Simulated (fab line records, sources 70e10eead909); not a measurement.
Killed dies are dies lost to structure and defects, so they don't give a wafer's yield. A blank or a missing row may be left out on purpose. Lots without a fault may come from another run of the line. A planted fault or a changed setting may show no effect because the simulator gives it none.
Chamber matching | flow nand_harc | NHARC_A_STAIRCASE_ALD_420 on ald_hk-03: 4 sister chambers
The step deposits SiO2, target thk 20 nm, pulse time 6 s, ald cycles 200. 4 wafers are shown with their chamber, then 7 later ones without.

WAFERS WITH THEIR CHAMBER
wafer  | chamber | heater_power_w (W)
L081.4 | 1       | 453
L085.3 | 2       | 448
L087.1 | 0       | 500
L087.3 | 3       | 504

WAFERS WITHOUT THEIR CHAMBER
wafer  | heater_power_w (W)
L087.5 | 495
L095.1 | 504
L095.2 | 443
L095.4 | 444
L097.1 | 498
L097.5 | 489
L097.6 | 489

WHICH CHAMBER EACH WENT THROUGH
wafer  | from the rows above     | in truth
L087.5 | can't be placed: 0 or 3 | 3
L095.1 | can't be placed: 3 or 0 | 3
L095.2 | can't be placed: 2 or 1 | 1
L095.4 | can't be placed: 2 or 1 | 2
L097.1 | can't be placed: 0 or 3 | 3
L097.5 | can't be placed: 0 or 3 | 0
L097.6 | can't be placed: 0 or 3 | 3
Placed correctly: 0 of 7. Can't be placed from these rows: 7 (the true chamber is among the candidates in 7). Placed wrongly: 0.
How it was worked out, from the rows above alone: a wafer's distance from a chamber is the root of the sum, over the readings, of the square of ((its reading less the chamber's mean) divided by the reading's scatter). The wafer belongs to the nearest chamber; if the next one is less than 2 further off, it can't be placed. A chamber's mean is the mean of its shown wafers. The scatter: with one shown wafer a chamber, the root of the mean of the squares of how far each hidden wafer lies from its nearest shown one.
